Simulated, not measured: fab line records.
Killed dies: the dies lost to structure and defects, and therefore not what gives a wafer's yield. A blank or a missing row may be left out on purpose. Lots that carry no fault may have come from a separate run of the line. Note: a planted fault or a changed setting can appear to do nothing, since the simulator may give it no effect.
Chamber matching :: flow n5-finfet :: 4 sister chambers for N5_BEOL_M2_ETCHBACK_99 on rie-diel-01
The step etches SiO2 in CHF3, target depth 5 nm, time 10.4 s. 4 wafers are shown with their chamber, then 10 later ones without.

== WAFERS PAIRED WITH THEIR CHAMBERS ==
wafer: L079.1
chamber: 1
drypump-motor-current-A (A): 6.0

wafer: L083.6
chamber: 3
drypump-motor-current-A (A): 5.5

wafer: L086.2
chamber: 2
drypump-motor-current-A (A): 6.3

wafer: L086.3
chamber: 0
drypump-motor-current-A (A): 5.2

== WAFERS WHOSE CHAMBER IS MISSING ==
wafer: L086.5
drypump-motor-current-A (A): 6.0

wafer: L088.3
drypump-motor-current-A (A): 5.3

wafer: L088.4
drypump-motor-current-A (A): 5.5

wafer: L088.6
drypump-motor-current-A (A): 6.0

wafer: L087.2
drypump-motor-current-A (A): 5.5

wafer: L087.3
drypump-motor-current-A (A): 6.0

wafer: L087.4
drypump-motor-current-A (A): 6.2

wafer: L094.2
drypump-motor-current-A (A): 6.3

wafer: L094.4
drypump-motor-current-A (A): 5.2

wafer: L094.5
drypump-motor-current-A (A): 5.2

== EACH ONE'S CHAMBER ==
wafer: L086.5
from the rows above: 1
in truth: 1

wafer: L088.3
from the rows above: 0
in truth: 0

wafer: L088.4
from the rows above: 3
in truth: 3

wafer: L088.6
from the rows above: 1
in truth: 1

wafer: L087.2
from the rows above: 3
in truth: 3

wafer: L087.3
from the rows above: 1
in truth: 1

wafer: L087.4
from the rows above: 2
in truth: 2

wafer: L094.2
from the rows above: 2
in truth: 2

wafer: L094.4
from the rows above: 0
in truth: 0

wafer: L094.5
from the rows above: 0
in truth: 0
Correct placement for 10 of the 10. Can't be placed from these rows: 0. Number placed wrongly: 0.
How it was worked out, from the rows above alone: a wafer's distance from a chamber is the root of the sum, over the readings, of the square of ((its reading less the chamber's mean) divided by the reading's scatter). The wafer belongs to the nearest chamber; if the next one is less than 2 further off, it can't be placed. For every chamber, the mean is computed from those of its wafers that are shown. The scatter: with one shown wafer a chamber, the root of the mean of the squares of how far each hidden wafer lies from its nearest shown one.
